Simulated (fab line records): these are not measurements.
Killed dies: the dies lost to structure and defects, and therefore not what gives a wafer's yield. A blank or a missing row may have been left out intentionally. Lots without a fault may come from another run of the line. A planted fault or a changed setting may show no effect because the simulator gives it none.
Which tool is to blame? ; flow n5_finfet ; 24 lots with 72 wafers sampled at 4 steps, on a route of 1938 steps

## WHAT THE GAUGES READ, wafer by wafer
N5_BEOL_M13_CD_MEAS_17: the cd target is 190 nm. Usual: cd_nm at 189.7 nm, with a standard deviation of 1.7.
lot;measured;on;cd_nm (nm);flag
L076;day 11 06:28;cd_sem-02;188.3 189.3 188.3;
L074;day 11 06:38;cd_sem-03;190.1 188.0 190.4;
L075;day 11 06:58;cd_sem-02;192.8 191.2 191.0;
L077;day 11 09:13;cd_sem-03;191.4 188.0 188.8;
L078;day 11 23:44;cd_sem-03;189.0 188.8 190.1;
L079;day 12 06:46;cd_sem-03;188.7 189.0 190.1;
L080;day 12 14:21;cd_sem-01;191.0 188.6 190.6;
L082;day 13 12:35;cd_sem-03;190.8 191.5 189.6;
L081;day 13 12:44;cd_sem-01;190.2 187.4 187.1;
L085;day 13 14:31;cd_sem-01;189.0 188.1 190.1;
L083;day 13 15:37;cd_sem-03;187.0 188.5 185.3;
L084;day 13 16:58;cd_sem-01;187.8 188.4 188.0;
L087;day 14 10:49;cd_sem-02;187.5 188.6 190.2;
L088;day 14 16:44;cd_sem-01;189.2 191.2 189.8;
L086;day 14 17:08;cd_sem-03;187.5 189.6 189.9;
L089;day 15 12:05;cd_sem-02;191.2 190.0 190.3;
L093;day 15 13:06;cd_sem-02;192.7 189.1 189.7;
L091;day 15 15:55;cd_sem-02;190.2 189.9 187.4;
L090;day 15 16:07;cd_sem-03;191.2 191.1 192.3;
L092;day 15 18:58;cd_sem-02;191.2 191.6 191.5;
L095;day 16 20:53;cd_sem-03;188.8 190.9 192.1;
L094;day 17 04:31;cd_sem-03;188.6 187.2 187.9;
L097;day 17 05:22;cd_sem-01;189.5 190.4 189.3;
L096;day 17 16:34;cd_sem-01;188.9 186.8 191.9;

N5_BEOL_M13_RS_MEAS_54: a four-point-probe measurement. Usual: M13_RS typically reads 0.0447 ohm/sq, with standard deviation 0.00086.
lot;measured;on;M13_RS (ohm/sq);flag
L076;day 11 12:37;film_metro-02;0.0448 0.0446 0.0438;
L074;day 11 13:26;film_metro-01;0.0438 0.0453 0.0441;
L075;day 11 14:30;film_metro-01;0.0461 0.0450 0.0456;
L077;day 11 14:23;film_metro-02;0.0444 0.0436 0.0436;
L078;day 12 05:19;film_metro-01;0.0467 0.0461 0.0465;
L079;day 12 11:50;film_metro-02;0.0451 0.0444 0.0458;
L080;day 12 18:13;film_metro-02;0.0442 0.0444 0.0437;
L082;day 13 17:10;film_metro-02;0.0465 0.0468 0.0451;
L081;day 13 17:52;film_metro-02;0.0436 0.0443 0.0436;
L085;day 13 17:53;film_metro-01;0.0440 0.0457 0.0441;
L083;day 13 19:39;film_metro-02;0.0465 0.0454 0.0448;
L084;day 13 19:57;film_metro-01;0.0452 0.0453 0.0455;
L087;day 14 15:52;film_metro-01;0.0434 0.0439 0.0430;
L088;day 14 21:38;film_metro-01;0.0459 0.0449 0.0463;
L086;day 14 22:51;film_metro-01;0.0439 0.0439 0.0445;
L089;day 15 17:54;film_metro-01;0.0439 0.0447 0.0443;
L093;day 15 18:08;film_metro-01;0.0444 0.0443 0.0446;
L091;day 15 18:32;film_metro-02;0.0445 0.0450 0.0448;
L090;day 15 21:28;film_metro-01;0.0437 0.0442 0.0440;
L092;day 15 22:44;film_metro-01;0.0445 0.0464 0.0457;
L095;day 17 05:56;film_metro-01;0.0446 0.0441 0.0444;
L094;day 17 09:34;film_metro-02;0.0443 0.0448 0.0440;
L097;day 17 11:53;film_metro-02;0.0442 0.0447 0.0443;
L096;day 17 20:50;film_metro-02;0.0448 0.0442 0.0460;

## TOOL THAT RAN EACH LOT (tool first, then ch and the chambers of the sampled wafers, then the start)
lot;N5_BEOL_M13_DESCUM_15;N5_BEOL_M13_STRIP_64
L076;rie_diel-06 ch 0,2,3, day 11 05:52;plasma_asher-02 ch 0,1, day 11 06:19
L074;rie_diel-03 ch 2,3, day 11 06:07;plasma_asher-02 ch 0, day 11 06:29
L075;rie_diel-03 ch 2,3, day 11 06:25;plasma_asher-02 ch 0,1, day 11 06:49
L077;rie_diel-06 ch 0,2, day 11 08:41;plasma_asher-02 ch 0,1, day 11 09:04
L078;rie_diel-06 ch 0,1,2, day 11 23:13;plasma_asher-02 ch 0,1, day 11 23:35
L079;rie_diel-03 ch 0,3, day 12 06:14;plasma_asher-02 ch 0,1, day 12 06:37
L080;rie_diel-06 ch 0,2,3, day 12 13:41;plasma_asher-02 ch 0, day 12 14:12
L082;rie_diel-01 ch 0,1,3, day 13 12:00;plasma_asher-01 ch 0,1, day 13 12:23
L081;rie_diel-06 ch 0,1,3, day 13 12:13;plasma_asher-01 ch 0,1, day 13 12:37
L085;rie_diel-06 ch 1,2,3, day 13 13:59;plasma_asher-01 ch 0,1, day 13 14:23
L083;rie_diel-06 ch 1,3, day 13 15:03;plasma_asher-01 ch 0,1, day 13 15:26
L084;rie_diel-01 ch 1,3, day 13 16:24;plasma_asher-01 ch 0,1, day 13 16:48
L087;rie_diel-06 ch 2,3, day 14 10:17;plasma_asher-02 ch 0,1, day 14 10:41
L088;rie_diel-01 ch 0,2,3, day 14 16:12;plasma_asher-02 ch 0,1, day 14 16:35
L086;rie_diel-01 ch 1,2,3, day 14 16:36;plasma_asher-02 ch 0,1, day 14 16:59
L089;rie_diel-03 ch 2,3, day 15 11:33;plasma_asher-02 ch 0,1, day 15 11:56
L093;rie_diel-06 ch 0,1,3, day 15 12:34;plasma_asher-02 ch 1, day 15 12:57
L091;rie_diel-06 ch 0,2,3, day 15 15:23;plasma_asher-02 ch 0,1, day 15 15:47
L090;rie_diel-03 ch 0,3, day 15 15:35;plasma_asher-01 ch 0,1, day 15 15:58
L092;rie_diel-03 ch 0,2,3, day 15 18:26;plasma_asher-01 ch 0,1, day 15 18:49
L095;rie_diel-03 ch 0,2,3, day 16 20:22;plasma_asher-02 ch 0,1, day 16 20:44
L094;rie_diel-03 ch 0,1,2, day 17 03:59;plasma_asher-01 ch 0,1, day 17 04:23
L097;rie_diel-03 ch 0,1,3, day 17 04:50;plasma_asher-01 ch 1, day 17 05:13
L096;rie_diel-06 ch 0,1,2, day 17 16:02;plasma_asher-02 ch 0,1, day 17 16:26
- N5_BEOL_M13_DESCUM_15: chemistry O2, time 7.9 s.
- N5_BEOL_M13_STRIP_64: strips in N2/H2.

## WHAT THE TOOLS THEMSELVES READ (means of the sampled wafers that have a number; where no wafer has one, the mark that the record gives instead)
N5_BEOL_M13_DESCUM_15. Usual: chamber_pressure_mTorr 20.003 mTorr, standard deviation 0.017; drypump_motor_current_A 5.7 A, standard deviation 0.58; oes_product_au 0.81 a.u., standard deviation 0.088; rf_vpp_V 243.1 V, standard deviation 1.3; showerhead_plenum_p_Torr 2.09 Torr, standard deviation 0.065; throttle_valve_pct 20.39 %, standard deviation 0.23.
lot;tool;chamber_pressure_mTorr (mTorr);drypump_motor_current_A (A);oes_product_au (a.u.);rf_vpp_V (V);showerhead_plenum_p_Torr (Torr);throttle_valve_pct (%);flag
L076;rie_diel-06;19.999;5.6;0.80;242.9;2.07;20.32;
L074;rie_diel-03;20.001;5.8;0.78;242.9;2.14;20.64;
L075;rie_diel-03;20.009;5.8;0.78;243.6;2.14;20.62;
L077;rie_diel-06;19.993;5.8;0.79;241.8;2.01;20.41;
L078;rie_diel-06;19.993;5.4;0.77;242.1;2.03;20.37;
L079;rie_diel-03;20.017;5.8;0.77;244.0;2.16;20.56;
L080;rie_diel-06;20.010;5.6;0.79;243.0;2.07;20.32;
L082;rie_diel-01;20.016;5.3;0.71;242.2;2.07;20.63;
L081;rie_diel-06;20.006;5.7;0.73;242.3;2.08;20.50;
L085;rie_diel-06;20.009;5.2;0.77;243.2;2.10;20.30;
L083;rie_diel-06;19.996;5.5;0.74;243.6;2.14;20.42;
L084;rie_diel-01;20.013;5.2;0.70;242.9;2.09;20.49;
L087;rie_diel-06;20.001;5.2;0.82;242.9;2.08;20.15;
L088;rie_diel-01;19.992;5.7;0.73;244.0;2.05;20.64;
L086;rie_diel-01;19.991;5.6;0.72;242.9;2.07;20.49;
L089;rie_diel-03;20.006;5.8;0.92;243.0;2.13;20.47;
L093;rie_diel-06;19.990;5.7;0.81;243.4;2.07;20.42;
L091;rie_diel-06;20.002;5.7;0.77;242.9;2.06;20.36;
L090;rie_diel-03;20.007;6.1;0.90;244.0;2.15;20.25;
L092;rie_diel-03;19.992;6.2;0.90;243.8;2.12;20.35;
L095;rie_diel-03;20.010;6.2;0.90;243.4;2.12;20.35;
L094;rie_diel-03;20.005;6.3;0.85;242.8;2.10;20.30;
L097;rie_diel-03;20.000;5.9;0.87;243.6;2.14;20.33;
L096;rie_diel-06;20.017;5.4;0.82;241.8;2.02;20.31;

N5_BEOL_M13_STRIP_64. Usual: drypump_motor_current_A 5.9 A, standard deviation 0.51; heater_power_w 376 W, standard deviation 43; oes_product_au 0.714 a.u., standard deviation 0.0051; strip_time_to_endpoint_s 31.32 s, standard deviation 0.076.
lot;tool;drypump_motor_current_A (A);heater_power_w (W);oes_product_au (a.u.);strip_time_to_endpoint_s (s);flag
L076;plasma_asher-02;5.9;408;0.716;31.31;
L074;plasma_asher-02;5.7;395;0.714;31.33;
L075;plasma_asher-02;5.9;396;0.713;31.38;
L077;plasma_asher-02;6.2;412;0.715;31.26;
L078;plasma_asher-02;6.2;410;0.722;31.31;
L079;plasma_asher-02;5.9;404;0.713;31.40;
L080;plasma_asher-02;5.7;385;0.708;31.34;
L082;plasma_asher-01;5.8;334;0.716;31.44;
L081;plasma_asher-01;5.4;316;0.717;31.38;
L085;plasma_asher-01;5.4;316;0.711;31.19;
L083;plasma_asher-01;5.7;328;0.710;31.43;
L084;plasma_asher-01;5.8;331;0.718;31.34;
L087;plasma_asher-02;6.2;407;0.717;31.29;
L088;plasma_asher-02;6.1;404;0.711;31.27;
L086;plasma_asher-02;6.1;415;0.718;31.20;
L089;plasma_asher-02;5.9;403;0.713;31.37;
L093;plasma_asher-02;6.4;425;0.715;31.24;
L091;plasma_asher-02;6.2;412;0.711;31.38;
L090;plasma_asher-01;5.8;324;0.716;31.35;
L092;plasma_asher-01;5.8;332;0.716;31.29;
L095;plasma_asher-02;6.2;409;0.717;31.30;
L094;plasma_asher-01;5.8;334;0.714;31.30;
L097;plasma_asher-01;5.0;307;0.719;31.37;
L096;plasma_asher-02;5.9;405;0.713;31.26;

## THE ANSWER, worked out from the rows above alone
Rule: take the mean of a lot's wafers that have a number; if it is more than 3 standard deviations from the usual mean, the lot is off. Also off: a lot with no number at a reading for which 4 or more lots have one. All remaining lots with rows at the step are treated as sound. Order of review: gauges by route order, followed by the tools' own readings, for which a lot's mean as printed above is used. At the first step where some lot is off, the reading lying furthest off is the one used; lots without a number count as furthest.
No lot is off on any of the readings shown, so nothing can be concluded from this.

## WHAT HAD BEEN PUT IN BY THE SIMULATOR
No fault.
